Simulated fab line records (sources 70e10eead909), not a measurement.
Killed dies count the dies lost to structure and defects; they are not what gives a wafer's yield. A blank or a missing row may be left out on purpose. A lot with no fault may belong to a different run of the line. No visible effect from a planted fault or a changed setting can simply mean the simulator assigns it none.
Matching of chambers	flow nandHarc	4 sister chambers for NHARC_P_GATE_DESCUM_13 on rieDiel-02
The step chemistry O2, time 3 s. 18 wafers are shown with their chamber, then 9 later ones without.

## WAFERS PAIRED WITH THEIR CHAMBERS
wafer	chamber	showerheadPlenumPTorr (Torr)	rfVppV (V)	oesProductAu (a.u.)
L075.1	0	2.01	58.2	0.998
L075.2	2	1.78	56.6	0.985
L075.5	1	1.89	58.4	0.988
L076.2	2	1.78	58.2	0.993
L076.5	0	2.01	58.1	1.003
L076.6	1	1.89	57.8	0.983
L077.2	0	2.01	57.2	0.990
L077.3	3	1.81	56.3	0.993
L077.5	2	1.78	57.5	0.998
L080.2	1	1.89	56.7	0.992
L080.3	3	1.81	57.3	0.996
L080.5	0	2.00	58.1	1.011
L082.1	0	2.00	58.3	0.997
L082.2	2	1.78	57.6	0.997
L082.4	1	1.88	57.1	0.996
L089.2	1	1.88	55.9	1.013
L089.5	0	2.00	57.4	1.021
L089.6	1	1.88	56.7	1.001

SIGNATURES (averages over the wafers above)
reading	chamber 0	chamber 1	chamber 2	chamber 3	scatter within a chamber
showerheadPlenumPTorr	2.0050	1.8850	1.7800	1.8100	0.00463
rfVppV	57.883	57.100	57.475	56.800	0.698
oesProductAu	1.00333	0.99550	0.99325	0.99450	0.00959
Rule: distance of a wafer from a chamber = root of the sum over the readings of ((wafer's reading minus chamber's mean) / reading's scatter) squared. If the next closest chamber is less than 2 further off than the closest, the wafer can't be placed; otherwise it belongs to the closest. The scatter: the root of (the sum of the squares of (reading less its chamber's mean) over the shown wafers, divided by (wafers less chambers)).

## WAFERS WHOSE CHAMBER IS MISSING
wafer	showerheadPlenumPTorr (Torr)	rfVppV (V)	oesProductAu (a.u.)
L091.2	1.81	57.4	1.003
L091.4	1.78	58.4	0.985
L091.6	1.81	56.6	0.996
L093.1	2.00	59.5	1.005
L093.4	1.88	59.1	1.007
L093.6	1.88	58.2	1.003
L097.1	1.81	58.6	1.003
L097.2	1.88	56.4	1.014
L097.5	2.00	58.9	1.019

## EACH ONE'S CHAMBER
wafer	from the rows above	in truth
L091.2	3	3
L091.4	2	2
L091.6	3	3
L093.1	0	0
L093.4	1	1
L093.6	1	1
L097.1	3	3
L097.2	1	1
L097.5	0	0
9 of 9 placed correctly. Not placeable from these rows: 0. Placed wrongly: 0.
